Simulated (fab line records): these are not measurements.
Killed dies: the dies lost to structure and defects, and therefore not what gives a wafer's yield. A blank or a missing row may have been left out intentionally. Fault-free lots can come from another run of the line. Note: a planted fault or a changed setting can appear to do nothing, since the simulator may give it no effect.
Matching of chambers -- flow n5_finfet -- 4 sister chambers for N5_SD_EPI_N_SD_RECESS_17 on rie_si-06
The step chemistry HBr/Cl2/O2, target depth 41 nm, time 23.7 s, bt time 3 s. 4 wafers are shown with their chamber, then 8 later ones without.

== WAFERS PAIRED WITH THEIR CHAMBERS ==
wafer,chamber,drypump_motor_current_A (A)
L149.1,3,5.5
L149.4,1,5.3
L149.6,2,5.1
L158.3,0,5.5

== WAFERS WITH NO CHAMBER GIVEN ==
wafer,drypump_motor_current_A (A)
L158.4,5.4
L158.6,5.5
L159.4,5.1
L159.5,5.3
L159.6,5.1
L162.1,5.1
L162.4,5.3
L162.6,5.6

== CHAMBER TAKEN BY EACH ==
wafer,from the rows above,in truth
L158.4,can't be placed: 0 or 3 or 1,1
L158.6,can't be placed: 0 or 3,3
L159.4,2,2
L159.5,1,1
L159.6,2,2
L162.1,2,2
L162.4,1,1
L162.6,can't be placed: 0 or 3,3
Correct placement for 5 of the 8. Unplaceable from these rows: 3, with the true chamber sitting among the candidates in 3. 0 placed wrongly.
How it was worked out, from the rows above alone: a wafer's distance from a chamber is the root of the sum, over the readings, of the square of ((its reading less the chamber's mean) divided by the reading's scatter). If the next closest chamber is less than 2 further off than the closest, the wafer can't be placed; otherwise it belongs to the closest. For every chamber, the mean is computed from those of its wafers that are shown. The scatter (one wafer shown for each chamber): square how far every hidden wafer sits from the nearest shown wafer, average those squares and take the square root.
